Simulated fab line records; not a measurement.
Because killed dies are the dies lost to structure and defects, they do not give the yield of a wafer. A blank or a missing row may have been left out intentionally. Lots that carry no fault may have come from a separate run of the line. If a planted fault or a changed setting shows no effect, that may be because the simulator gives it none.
fab line records ; flow n5Finfet
record lots=6; wafers=18; lastDay=18
route steps=1938 shown BEOL_M11@1542
lots that met no fault: from a run of the same line without faults
startH: hours from the record's opening day to when the first of the lot's shown wafers began ; waitH: time in hours since the lot's previous step ; " repeats the value in the row above ; L1.1+2: several wafers, shown together as one row ; - no value, or no start given ; * or withheld: withheld ; < > ~ a bound
route shown NAME@n: NAME is a module with steps in the file, n the number in the route of the first one ; usual: mean/standard deviation taken from wafers without a fault ; same: alike in all rows ; chamber/n: place in a boat ; sites: each site's reading ; _std_site: the standard deviation of these ; _edge_site: mean of outer sites minus mean of inner sites ; radiusMm: for every site, how far away it sits from the centre of the wafer ; mask NAME#n: copy n ; behind: the most recent tool/chamber to have shaped the wafer ; hold: cause of the lot's hold/its duration in hours/its outcome ; device: transistor that didn't switch, given as n, p or np ; end of line: the tests these same wafers got at the end of their route ; a step given without rows: its recipe and nothing more ; killed: count of dies lost to structure and defects at first sort (not the wafer's yield) ; map: per-die view of a wafer (x killed, . not killed, _ where there is no die)
set.NAME: the setting that was run; set.NAME@STEP: the one run at that earlier step ; model.NAME: the simulator's own value behind a step, which no gauge read
lots at some steps of the route; a table a step, a row a wafer
services: a tool's chamber out of use, with start hour (startH, from the record's first day; less than 0 if before it), hours out, and reason
## steps
# step N5_BEOL_M11_COAT_60
# recipe resist=SiARC; tempC=220; timeS=60; spinRpm=1500; resistThkNm=30
# step N5_BEOL_M11_COAT_05
# recipe resist=CAR-ArF; spinRpm=1500; resistThkNm=90
# step N5_BEOL_M11_EBR_07
# recipe solvent=PGMEA; ebrWidthMm=1.5
# step N5_BEOL_M11_SOFTBAKE_06
# recipe tempC=110; timeS=60; resist=CAR-ArF
# step N5_BEOL_M11_EXPOSE_08
# recipe maskId=M11; na=1.35; sourceShape=dipole; sigmaInner=0.411; sigmaOuter=0.611; polarization=te; doseMj=53.75
# step N5_BEOL_M11_PEB_09
# recipe pebTempC=withheld; pebTimeS=60; resist=CAR-ArF
# step N5_BEOL_M11_DEVELOP_10
# recipe developTimeS=30; developer=TMAH; resist=CAR-ArF; rinseLiquid=diw; dry=airSpin; devTempC=23
# step N5_BEOL_M11_CD_MEAS_11
# recipe targetCdNm=64.1; landingEnergyEv=500; detector=seInlens; polarity=opening
# usual cdNm=64.1/0.52
# same landingEnergyEv=500
lot.wafer;tool;chamber;startH;waitH;cdNm
L569.2;cdSem-01;0;319.71;-;64.2
L569.3;cdSem-01;0;319.71;-;63.7
L569.5;cdSem-01;0;319.71;-;64.2
L570.2;cdSem-02;0;326.93;-;63.2
L570.5;cdSem-02;0;326.93;-;64.5
L570.6;cdSem-02;0;326.93;-;64.0
L571.1;cdSem-01;0;335.19;-;65.3
L571.2;cdSem-01;0;335.19;-;65.4
L571.5;cdSem-01;0;335.19;-;64.4
L576.3;cdSem-02;0;343.58;-;64.4
L576.4;cdSem-02;0;343.58;-;64.1
L576.6;cdSem-02;0;343.58;-;65.0
L577.2;cdSem-02;0;378.92;-;64.2
L577.4;cdSem-02;0;378.92;-;64.8
L577.5;cdSem-02;0;378.92;-;64.0
L581.3;cdSem-03;0;391.63;-;64.2
L581.4;cdSem-03;0;391.63;-;64.3
L581.5;cdSem-03;0;391.63;-;63.9
# step N5_BEOL_M11_OVL_MEAS_12
# recipe pointsPerWafer=44
# usual M11_OVL=0.3/0.81
lot.wafer;tool;chamber;startH;waitH;M11_OVL[nm]
L569.2;overlay-02;0;319.74;0.0;0.2
L569.3;overlay-02;0;319.74;0.0;-0.5
L569.5;overlay-02;0;319.74;0.0;-0.6
L570.2;overlay-01;0;326.96;0.0;-1.1
L570.5;overlay-01;0;326.96;0.0;0.1
L570.6;overlay-01;0;326.96;0.0;0.5
L571.1;overlay-02;0;335.22;0.0;0.5
L571.2;overlay-02;0;335.22;0.0;-1.1
L571.5;overlay-02;0;335.22;0.0;-1.2
L576.3;overlay-01;0;343.61;0.0;0.9
L576.4;overlay-01;0;343.61;0.0;-0.2
L576.6;overlay-01;0;343.61;0.0;0.6
L577.2;overlay-02;0;378.95;0.0;-1.0
L577.4;overlay-02;0;378.95;0.0;-0.4
L577.5;overlay-02;0;378.95;0.0;-1.8
L581.3;overlay-02;0;391.65;0.0;0.1
L581.4;overlay-02;0;391.65;0.0;0.4
L581.5;overlay-02;0;391.65;0.0;1.8
# step N5_BEOL_M11_INSPECT_13
# recipe mode=adi; inspectInstrument=brightfield
# usual rawDefectCount=419/110
lot.wafer;tool;chamber;startH;waitH;rawDefectCount
L569.2;defectInspect-01;-;319.76;0.0;365
L569.3;defectInspect-01;-;319.76;0.0;288
L569.5;defectInspect-01;-;319.76;0.0;393
L570.2;defectInspect-01;-;326.98;0.0;336
L570.5;defectInspect-01;-;326.98;0.0;417
L570.6;defectInspect-01;-;326.98;0.0;417
L571.1;defectInspect-02;-;335.24;0.0;408
L571.2;defectInspect-02;-;335.24;0.0;410
L571.5;defectInspect-02;-;335.24;0.0;490
L576.3;defectInspect-01;-;343.64;0.0;315
L576.4;defectInspect-01;-;343.64;0.0;333
L576.6;defectInspect-01;-;343.64;0.0;310
L577.2;defectInspect-02;-;378.97;0.0;585
L577.4;defectInspect-02;-;378.97;0.0;351
L577.5;defectInspect-02;-;378.97;0.0;734
L581.3;defectInspect-02;-;391.68;0.0;414
L581.4;defectInspect-02;-;391.68;0.0;488
L581.5;defectInspect-02;-;391.68;0.0;567
# step N5_BEOL_M11_DESCUM_16
# recipe chemistry=O2; timeS=7.9; sourcePowerW=50; biasPowerW=20; pressureMtorr=20; rfFrequencyHz=2.712e+07; tempC=40; resist=CAR-ArF; o2FlowSccm=225
# usual drypumpMotorCurrentA=5.8/0.47; oesProductAu=0.79/0.086; rfVppV=242.9/1.6; showerheadPlenumPTorr=2.07/0.088; throttleValvePct=20.5/0.32
lot.wafer;tool;chamber;startH;waitH;drypumpMotorCurrentA;oesProductAu;rfHoursCounterH;rfVppV;showerheadPlenumPTorr;throttleValvePct
L569.2;rieDiel-05;2;319.80;0.0;6.0;0.72;183;245.3;2.16;20.9
L569.3;rieDiel-05;0;319.80;0.0;5.8;0.89;39;241.7;2.03;20.3
L569.5;rieDiel-05;2;319.80;0.0;6.0;0.73;-;245.8;2.16;20.9
L570.2;rieDiel-06;3;327.01;0.0;6.0;0.68;241;243.1;1.97;20.7
L570.5;rieDiel-06;2;327.01;0.0;6.1;0.84;-;243.2;2.12;20.6
L570.6;rieDiel-06;3;327.01;0.0;6.0;0.68;-;241.4;1.97;20.7
L571.1;rieDiel-06;1;335.37;0.1;6.4;0.71;223;241.4;2.07;20.9
L571.2;rieDiel-06;3;335.37;0.1;6.0;0.67;244;241.2;1.97;20.7
L571.5;rieDiel-06;0;335.37;0.1;5.3;0.71;-;242.2;1.91;20.7
L576.3;rieDiel-06;0;343.67;0.0;5.2;0.72;178;241.3;1.91;20.8
L576.4;rieDiel-06;0;343.67;0.0;5.2;0.72;-;240.4;1.91;20.8
L576.6;rieDiel-06;3;343.67;0.0;6.0;0.66;-;241.5;1.97;20.7
L577.2;rieDiel-02;2;379.26;0.3;5.3;0.75;180;242.4;2.00;20.6
L577.4;rieDiel-02;1;379.26;0.3;6.6;0.80;86;243.3;2.21;20.4
L577.5;rieDiel-02;2;379.26;0.3;5.3;0.75;-;240.8;2.00;20.6
L581.3;rieDiel-06;2;391.85;0.2;6.1;0.83;78;243.9;2.12;20.6
L581.4;rieDiel-06;3;391.85;0.2;6.0;0.97;5;245.6;2.23;20.5
L581.5;rieDiel-06;0;391.85;0.2;5.2;0.70;-;240.8;1.90;20.8
# step N5_BEOL_M11_ETCH_61
# recipe chemistry=CF4; target=SiARC; targetDepthA=390; maskMaterial=CAR-ArF; timeS=65; ionEnergyEv=80; pressureMtorr=40; sourceW=545; biasW=36; Ar_flow_sccm=100; cf4FlowSccm=100; ends=cleared
# usual biasW=36.00/0.1; cf4FlowSccm=100.00/0.28; drypumpMotorCurrentA=5.8/0.47; etchRfOnTimeS=64.6/1.3; mfcArSccm=100.0/0.31; oesProductAu=0.68/0.071; rfVppV=183.9/1.3; showerheadPlenumPTorr=2.12/0.085; throttleValvePct=15.7/0.33
lot.wafer;tool;chamber;startH;waitH;biasW;cf4FlowSccm;drypumpMotorCurrentA;etchRfOnTimeS;mfcArSccm;oesProductAu;rfHoursCounterH;rfVppV;showerheadPlenumPTorr;throttleValvePct
L569.2;rieDiel-05;2;319.83;0.0;36.12;99.88;6.0;63.1;99.9;0.63;183;185.1;2.21;16.1
L569.3;rieDiel-05;0;319.83;0.0;35.97;99.69;5.8;63.4;100.2;0.77;39;183.5;2.10;15.5
L569.5;rieDiel-05;2;319.83;0.0;36.13;100.21;6.0;62.7;100.4;0.63;-;186.6;2.21;16.1
L570.2;rieDiel-06;3;327.05;0.0;36.09;100.57;6.0;66.6;99.8;0.57;241;182.5;2.04;16.0
L570.5;rieDiel-06;2;327.05;0.0;35.98;100.04;6.1;66.7;100.4;0.71;-;183.7;2.17;15.7
L570.6;rieDiel-06;3;327.05;0.0;35.99;100.43;6.0;67.1;99.4;0.57;-;182.4;2.04;16.0
L571.1;rieDiel-06;1;335.41;0.0;35.98;99.42;6.5;64.3;100.5;0.62;223;182.4;2.10;16.0
L571.2;rieDiel-06;3;335.41;0.0;35.99;100.29;6.0;67.5;99.6;0.56;244;183.1;2.04;16.0
L571.5;rieDiel-06;0;335.41;0.0;36.05;100.19;5.2;64.7;100.4;0.63;-;180.7;1.96;15.9
L576.3;rieDiel-06;0;343.70;0.0;35.99;100.04;5.2;63.7;100.4;0.63;178;181.9;1.96;15.9
L576.4;rieDiel-06;0;343.70;0.0;36.01;100.00;5.2;64.4;100.5;0.62;-;182.2;1.96;15.9
L576.6;rieDiel-06;3;343.70;0.0;36.01;99.90;6.0;67.5;100.3;0.57;-;181.9;2.04;16.0
L577.2;rieDiel-02;2;379.29;0.0;36.05;100.21;5.3;64.4;99.4;0.64;180;182.7;2.05;15.7
L577.4;rieDiel-02;1;379.29;0.0;35.96;99.99;6.6;65.3;100.3;0.69;86;184.6;2.24;15.5
L577.5;rieDiel-02;2;379.29;0.0;36.00;99.93;5.3;64.6;100.1;0.63;-;182.4;2.05;15.7
L581.3;rieDiel-06;2;391.88;0.0;35.92;99.94;6.1;66.2;100.6;0.69;78;185.2;2.16;15.8
L581.4;rieDiel-06;3;391.88;0.0;36.01;99.71;6.0;64.7;100.1;0.82;5;185.5;2.29;15.6
L581.5;rieDiel-06;0;391.88;0.0;35.96;100.18;5.2;64.7;99.8;0.61;-;181.0;1.96;16.0
# step N5_BEOL_M11_ETCH_62
# recipe chemistry=N2/H2; target=SOC; targetDepthA=1100; overetchA=220; maskMaterial=SiARC; tempC=40; timeS=165; ionEnergyEv=200; pressureMtorr=30; sourceW=840; biasW=150; n2FlowSccm=200; h2FlowSccm=200
# usual biasW=150.0/0.45; chamberPressureMTorr=30.000/0.029; drypumpMotorCurrentA=5.8/0.46; oesProductAu=0.67/0.068; rfVppV=523.3/3; showerheadPlenumPTorr=2.52/0.11; throttleValvePct=17.94/0.29
lot.wafer;tool;chamber;startH;waitH;biasW;chamberPressureMTorr;drypumpMotorCurrentA;oesProductAu;rfHoursCounterH;rfVppV;showerheadPlenumPTorr;throttleValvePct;model.CAR-ArF_of_BEOL_M11_COAT_05.thkNm;model.SiARC_of_BEOL_M11_COAT_60.thkNm
L569.2;rieDiel-05;2;319.88;0.0;-;-;-;-;-;-;-;-;55.8;30
L569.3;rieDiel-05;0;319.88;0.0;-;-;-;-;-;-;-;-;55.8;29.8
L569.5;rieDiel-05;2;319.88;0.0;-;-;-;-;-;-;-;-;55.6;30
L570.2;rieDiel-06;3;327.10;0.0;-;-;-;-;-;-;-;-;55.4;29.8
L570.5;rieDiel-06;2;327.10;0.0;-;-;-;-;-;-;-;-;55.8;29.8
L570.6;rieDiel-06;3;327.10;0.0;-;-;-;-;-;-;-;-;55.6;30
L571.1;rieDiel-06;1;335.46;0.0;149.5;30.005;6.5;0.61;223;523.1;2.50;18.19;0;23.4
L571.2;rieDiel-06;3;335.46;0.0;150.1;30.008;6.0;0.58;244;520.6;2.38;18.08;0;23.4
L571.5;rieDiel-06;0;335.46;0.0;149.8;29.923;5.2;0.62;-;519.1;2.33;18.12;0;23.4
L576.3;rieDiel-06;0;343.75;0.0;150.0;30.015;5.3;0.62;178;518.2;2.33;18.15;0;23.4
L576.4;rieDiel-06;0;343.75;0.0;150.9;30.007;5.2;0.61;-;518.1;2.33;18.13;0;23.4
L576.6;rieDiel-06;3;343.75;0.0;150.1;30.008;6.0;0.58;-;520.4;2.38;18.10;0;23.4
L577.2;rieDiel-02;2;379.34;0.0;150.3;30.026;5.3;0.63;180;520.6;2.42;17.89;0;23.2
L577.4;rieDiel-02;1;379.34;0.0;150.3;29.910;6.6;0.68;86;527.7;2.68;17.86;0;23.4
L577.5;rieDiel-02;2;379.34;0.0;150.1;30.007;5.3;0.63;-;520.9;2.42;17.90;0;23.2
L581.3;rieDiel-06;2;391.93;0.0;150.4;30.015;6.1;0.71;78;524.6;2.57;17.98;0;23.6
L581.4;rieDiel-06;3;391.93;0.0;150.0;29.959;6.0;0.80;6;528.0;2.70;17.77;0;23.4
L581.5;rieDiel-06;0;391.93;0.0;150.8;29.982;5.2;0.61;-;517.8;2.32;18.17;0;23.6
# step N5_BEOL_M11_STRIP_68
# recipe chemistry=N2/H2; tempC=40; n2FlowSccm=200; h2FlowSccm=200; rfFrequencyHz=6e+07
# step N5_BEOL_M11_STRIP_67
# recipe chemistry=CF4; resist=SiARC; powerW=300; biasPowerW=75; pressureMtorr=50; cf4FlowSccm=150; rfFrequencyHz=6e+07
# usual cf4FlowSccm=150.0/0.44; drypumpMotorCurrentA=5.8/0.46; oesProductAu=0.80/0.081; rfVppV=270.8/1.7; showerheadPlenumPTorr=1.78/0.07; throttleValvePct=13.6/0.34
lot.wafer;tool;chamber;startH;waitH;cf4FlowSccm;drypumpMotorCurrentA;oesProductAu;rfHoursCounterH;rfVppV;showerheadPlenumPTorr;throttleValvePct
L569.2;rieDiel-05;2;320.03;0.0;150.1;6.0;0.73;183;271.6;1.85;14.1
L569.3;rieDiel-05;0;320.03;0.0;149.8;5.8;0.88;39;269.7;1.76;13.4
L569.5;rieDiel-05;2;320.03;0.0;149.4;6.0;0.73;-;272.3;1.85;14.0
L570.2;rieDiel-06;3;327.25;0.0;150.2;6.0;0.68;241;268.4;1.70;14.0
L570.5;rieDiel-06;2;327.25;0.0;150.1;6.1;0.84;-;270.6;1.82;13.7
L570.6;rieDiel-06;3;327.25;0.0;149.8;6.0;0.69;-;267.6;1.70;14.0
L571.1;rieDiel-06;1;335.60;0.0;149.8;6.5;0.72;223;270.5;1.76;14.0
L571.2;rieDiel-06;3;335.60;0.0;151.0;6.0;0.68;244;268.3;1.70;14.0
L571.5;rieDiel-06;0;335.60;0.0;150.0;5.2;0.72;-;269.3;1.65;13.9
L576.3;rieDiel-06;0;343.90;0.0;149.9;5.3;0.72;178;267.6;1.65;13.9
L576.4;rieDiel-06;0;343.90;0.0;149.3;5.2;0.73;-;269.2;1.65;13.9
L576.6;rieDiel-06;3;343.90;0.0;149.4;5.9;0.68;-;268.4;1.70;14.0
L577.2;rieDiel-02;2;379.49;0.0;150.3;5.3;0.74;180;270.1;1.71;13.7
L577.4;rieDiel-02;1;379.49;0.0;150.2;6.6;0.80;86;273.0;1.87;13.4
L577.5;rieDiel-02;2;379.49;0.0;150.4;5.3;0.75;-;270.0;1.71;13.7
L581.3;rieDiel-06;2;392.08;0.0;150.5;6.1;0.83;78;271.8;1.82;13.7
L581.4;rieDiel-06;3;392.08;0.0;149.6;5.9;0.95;6;273.6;1.91;13.5
L581.5;rieDiel-06;0;392.08;0.0;150.7;5.3;0.71;-;267.7;1.64;14.0
# step N5_BEOL_M11_HM_OPEN_17
# recipe chemistry=Cl2/BCl3; targetDepthA=200; overetchA=60; target=TiN; maskMaterial=SOC; ionEnergyEv=150; pressureMtorr=10; icpW=1000; biasW=126; Cl2_flow_sccm=53.25; bcl3FlowSccm=21.75; Ar_flow_sccm=25
# usual drypumpMotorCurrentA=5.2/0.35; mfcArSccm=24.99/0.083; oesProductAu=0.71/0.041; throttleValvePct=22.19/0.23
lot.wafer;tool;chamber;startH;waitH;drypumpMotorCurrentA;mfcArSccm;oesProductAu;rfHoursCounterH;throttleValvePct
L569.2;rieMetal-03;0;320.07;0.0;5.0;24.81;0.30;25;22.63
L569.3;rieMetal-03;0;320.07;0.0;5.0;25.14;0.31;-;22.61
L569.5;rieMetal-03;0;320.07;0.0;5.0;24.81;0.30;-;22.63
L570.2;rieMetal-02;0;327.29;0.0;5.9;25.05;0.28;43;22.31
L570.5;rieMetal-02;1;327.29;0.0;5.1;24.94;0.32;-;22.80
L570.6;rieMetal-02;0;327.29;0.0;5.9;24.91;0.29;-;22.31
L571.1;rieMetal-02;0;335.64;0.0;5.9;25.07;0.65;44;21.68
L571.2;rieMetal-02;1;335.64;0.0;5.1;24.94;0.70;25;22.18
L571.5;rieMetal-02;1;335.64;0.0;5.1;24.96;0.71;-;22.16
L576.3;rieMetal-03;1;343.97;0.1;5.4;25.08;0.64;-;22.23
L576.4;rieMetal-03;0;343.97;0.1;5.0;24.93;0.70;-;21.94
L576.6;rieMetal-03;1;343.97;0.1;5.4;25.03;0.65;-;22.21
L577.2;rieMetal-01;0;379.53;0.0;4.8;25.00;0.75;11;22.26
L577.4;rieMetal-01;0;379.53;0.0;4.8;25.07;0.76;-;22.26
L577.5;rieMetal-01;0;379.53;0.0;4.8;24.97;0.74;-;22.27
L581.3;rieMetal-01;1;392.15;0.1;5.6;25.10;0.74;-;22.50
L581.4;rieMetal-01;0;392.15;0.1;4.8;24.95;0.74;-;22.25
L581.5;rieMetal-01;1;392.15;0.1;5.6;24.99;0.73;-;22.48
# step N5_BEOL_M11_STRIP_19
# recipe chemistry=O2; powerW=400; tempC=40; pressureMtorr=30; rfFrequencyHz=6e+07; biasPowerW=0; overashFraction=0.2; o2FlowSccm=225
# usual drypumpMotorCurrentA=5.8/0.48; oesProductAu=0.79/0.095; rfVppV=3.6/0.54; showerheadPlenumPTorr=2.07/0.091; throttleValvePct=16.8/0.33
lot.wafer;tool;chamber;startH;waitH;drypumpMotorCurrentA;oesProductAu;rfHoursCounterH;rfVppV;showerheadPlenumPTorr;throttleValvePct
L569.2;rieDiel-06;0;320.18;0.1;5.2;0.71;169;3.9;1.92;17.0
L569.3;rieDiel-06;2;320.18;0.1;6.1;0.85;59;3.8;2.13;16.8
L569.5;rieDiel-06;2;320.18;0.1;6.1;0.84;-;3.6;2.13;16.8
L570.2;rieDiel-05;1;327.42;0.1;5.7;0.96;14;3.8;2.15;16.4
L570.5;rieDiel-05;1;327.42;0.1;5.6;0.96;-;3.3;2.15;16.4
L570.6;rieDiel-05;2;327.42;0.1;6.0;0.71;-;3.6;2.16;17.1
L571.1;rieDiel-02;1;335.80;0.1;6.6;0.82;73;4.6;2.22;16.6
L571.2;rieDiel-02;3;335.80;0.1;5.3;0.84;86;3.9;2.10;16.9
L571.5;rieDiel-02;3;335.80;0.1;5.2;0.84;-;3.1;2.10;16.9
L576.3;rieDiel-05;0;344.05;0.1;5.8;0.88;47;3.3;2.04;16.6
L576.4;rieDiel-05;2;344.05;0.1;6.0;0.72;192;3.2;2.16;17.1
L576.6;rieDiel-05;0;344.05;0.1;5.7;0.89;-;3.5;2.04;16.5
L577.2;rieDiel-06;1;379.64;0.1;6.5;0.71;236;4.0;2.07;17.2
L577.4;rieDiel-06;3;379.64;0.1;6.0;0.98;3;3.6;2.23;16.6
L577.5;rieDiel-06;2;379.64;0.1;6.1;0.83;-;4.4;2.12;16.8
L581.3;rieDiel-06;0;392.23;0.1;5.3;0.70;194;3.6;1.91;17.0
L581.4;rieDiel-06;2;392.23;0.1;6.1;0.82;78;3.2;2.12;16.8
L581.5;rieDiel-06;3;392.23;0.1;6.0;0.96;-;3.4;2.23;16.6
# step N5_BEOL_M11_CD_MEAS_18
# recipe pitchNm=140; targetCdNm=70
# usual cdNm=70.0/0.64
lot.wafer;tool;chamber;startH;waitH;cdNm
L569.2;cdSem-02;-;320.25;0.1;-
L569.3;cdSem-02;-;320.25;0.1;-
L569.5;cdSem-02;-;320.25;0.1;-
L570.2;cdSem-02;-;327.49;0.1;-
L570.5;cdSem-02;-;327.49;0.1;-
L570.6;cdSem-02;-;327.49;0.1;-
L571.1;cdSem-01;-;335.87;0.0;71.0
L571.2;cdSem-01;-;335.87;0.0;70.3
L571.5;cdSem-01;-;335.87;0.0;70.2
L576.3;cdSem-03;-;344.12;0.1;70.9
L576.4;cdSem-03;-;344.12;0.1;69.8
L576.6;cdSem-03;-;344.12;0.1;70.4
L577.2;cdSem-01;-;379.71;0.1;69.4
L577.4;cdSem-01;-;379.71;0.1;70.6
L577.5;cdSem-01;-;379.71;0.1;69.3
L581.3;cdSem-02;-;392.30;0.1;69.5
L581.4;cdSem-02;-;392.30;0.1;69.6
L581.5;cdSem-02;-;392.30;0.1;70.0
# step N5_BEOL_M11_COAT_63
# recipe resist=SOC; tempC=250; timeS=60; spinRpm=1500; resistThkNm=100
## services
tool;chamber;startH;hours;kind
rieDiel-06;-;299.45;1.1;repair
rieDiel-05;2;308.01;10.4;repair
rieDiel-05;3;329.66;-;clean
rieDiel-05;3;329.66;-;consumableReplace:focusRing
rieDiel-02;0;347.03;9.0;repair
rieDiel-06;3;352.48;-;clean
rieDiel-06;3;352.48;-;consumableReplace:focusRing
rieDiel-06;3;352.48;-;consumableReplace:showerhead
rieDiel-06;3;352.48;16.5;scheduledDown
rieDiel-06;3;352.48;16.5;ventCycle
rieDiel-06;1;354.73;9.2;repair
## key
firstSign step=N5_BEOL_M11_ETCH_62; reading=toolRecord; direction=missing
effect step=N5_BEOL_M11_HM_OPEN_17; reading=oesProductAu; direction=down; sigmas=10; usual=0.71; struck=0.30
effect step=N5_BEOL_M11_CD_MEAS_18; reading=cdNm; direction=missing
modelEffect step=N5_BEOL_M11_ETCH_62; value=CAR-ArF_of_BEOL_M11_COAT_05.thkNm; without=0; struck=55.67
metAt N5_BEOL_M11_ETCH_62
struckWafers L569.2,L569.3,L569.5,L570.2,L570.5,L570.6
laterRowsLeftOut L569.2,L569.3,L569.5,L570.2,L570.5,L570.6
sortLeftOut L569.2,L569.3,L569.5,L570.2,L570.5,L570.6
fault kind=skippedStepWhole; tool=rieDiel-05,rieDiel-06; chamber=-; onsetH=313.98; steps=N5_BEOL_M11_ETCH_62; scope=struckLotsOnly
# sortLeftOut: the simulated sort isn't trusted on such a fault, so these wafers' sort isn't shown, and their yield isn't known
# laterRowsLeftOut: the simulator's readings of these wafers behind a module that went badly wrong aren't trusted and aren't shown, but for the sort
